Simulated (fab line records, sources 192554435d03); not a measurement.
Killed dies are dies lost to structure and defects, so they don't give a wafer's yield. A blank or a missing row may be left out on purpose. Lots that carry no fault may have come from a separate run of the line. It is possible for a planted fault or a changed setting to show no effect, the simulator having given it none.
Chamber matching | flow n5_finfet | N5_BEOL_M9_CURE_71 on uv_cure-01: 3 sister chambers
The step cures SiCOH lowk, time 240 s. 22 wafers are shown with their chamber, then 11 later ones without.

== WAFERS WITH THEIR CHAMBER ==
wafer  | chamber | wafer_temp_C_max | lamp_power_pct (%)
L074.2 | 1       | 387.3            | 52.35
L074.5 | 1       | 387.0            | 52.35
L074.6 | 1       | 386.8            | 52.31
L077.1 | 2       | 386.8            | 52.40
L077.3 | 2       | 387.3            | 52.28
L077.5 | 2       | 386.6            | 52.36
L076.2 | 2       | 387.9            | 52.22
L076.4 | 2       | 387.2            | 52.35
L076.6 | 2       | 386.5            | 52.34
L082.1 | 2       | 387.4            | 52.44
L082.4 | 2       | 386.2            | 52.27
L082.6 | 2       | 386.5            | 52.20
L084.3 | 0       | 386.3            | 52.33
L084.5 | 0       | 386.0            | 52.23
L084.6 | 0       | 386.7            | 52.24
L085.2 | 2       | 386.7            | 52.34
L085.4 | 2       | 386.8            | 52.31
L085.6 | 2       | 386.8            | 52.33
L086.1 | 2       | 386.4            | 52.27
L086.2 | 2       | 386.3            | 52.29
L086.4 | 2       | 386.4            | 52.38
L089.2 | 2       | 386.5            | 52.32

SIGNATURES, as means of the wafers listed above
reading          | chamber 0 | chamber 1 | chamber 2 | scatter within a chamber
wafer_temp_C_max | 386.333   | 387.033   | 386.769   | 0.435
lamp_power_pct   | 52.2667   | 52.3367   | 52.3188   | 0.0593
Rule: a wafer's distance from a chamber is the root of the sum, over the readings, of the square of ((its reading less the chamber's mean) divided by the reading's scatter). The wafer belongs to the nearest chamber; if the next one is less than 2 further off, it can't be placed. The scatter: take each reading less its chamber's mean, square it, sum over the shown wafers, divide by the number of wafers less the number of chambers, and take the root.

== WAFERS WHOSE CHAMBER IS MISSING ==
wafer  | wafer_temp_C_max | lamp_power_pct (%)
L089.3 | 386.6            | 52.18
L089.6 | 387.1            | 52.32
L092.1 | 386.8            | 52.38
L092.4 | 386.7            | 52.39
L092.6 | 387.2            | 52.30
L093.1 | 385.6            | 52.29
L093.4 | 386.3            | 52.36
L093.5 | 385.8            | 52.37
L097.1 | 386.5            | 52.24
L097.4 | 386.3            | 52.29
L097.5 | 387.1            | 52.30

== WHICH CHAMBER EACH WENT THROUGH ==
wafer  | from the rows above          | in truth
L089.3 | can't be placed: 0 or 2 or 1 | 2
L089.6 | can't be placed: 1 or 2 or 0 | 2
L092.1 | can't be placed: 1 or 2 or 0 | 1
L092.4 | can't be placed: 1 or 2 or 0 | 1
L092.6 | can't be placed: 1 or 2 or 0 | 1
L093.1 | can't be placed: 0 or 2 or 1 | 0
L093.4 | can't be placed: 2 or 0 or 1 | 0
L093.5 | can't be placed: 0 or 2 or 1 | 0
L097.1 | can't be placed: 0 or 2 or 1 | 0
L097.4 | can't be placed: 0 or 2 or 1 | 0
L097.5 | can't be placed: 1 or 2 or 0 | 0
Placed correctly: 0 of 11. From these rows, 11 cannot be placed; in 11 the true chamber is one of the candidates. 0 placed wrongly.
